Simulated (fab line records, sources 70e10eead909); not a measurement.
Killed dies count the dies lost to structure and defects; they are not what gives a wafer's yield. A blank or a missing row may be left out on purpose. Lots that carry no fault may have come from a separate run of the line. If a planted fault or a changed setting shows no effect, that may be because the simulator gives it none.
Matching of chambers	flow nand-harc	rie-diel-05 running NHARC_P_M0_STRIP_18: 4 sister chambers
The step strips in N2/H2. 4 wafers are shown with their chamber, then 7 later ones without.

WAFERS PAIRED WITH THEIR CHAMBERS
wafer	chamber	drypump-motor-current-A (A)
L079.6	1	5.0
L087.5	0	5.4
L091.3	2	6.4
L091.5	3	6.4

WAFERS MISSING THEIR CHAMBER
wafer	drypump-motor-current-A (A)
L091.6	5.4
L092.2	4.9
L092.4	5.4
L092.5	6.3
L093.2	5.4
L093.4	4.9
L093.6	5.4

THE CHAMBER EACH PASSED THROUGH
wafer	from the rows above	in truth
L091.6	0	0
L092.2	1	1
L092.4	0	0
L092.5	can't be placed: 2 or 3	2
L093.2	0	0
L093.4	1	1
L093.6	0	0
Placed correctly: 6 of 7. From these rows, 1 cannot be placed; in 1 the true chamber is one of the candidates. Number placed wrongly: 0.
How it was worked out, from the rows above alone: a wafer's distance from a chamber is the root of the sum, over the readings, of the square of ((its reading less the chamber's mean) divided by the reading's scatter). The wafer belongs to the nearest chamber; if the next one is less than 2 further off, it can't be placed. For every chamber, the mean is computed from those of its wafers that are shown. The scatter: root of mean squared gap, hidden wafer to nearest shown wafer, with one shown wafer a chamber.
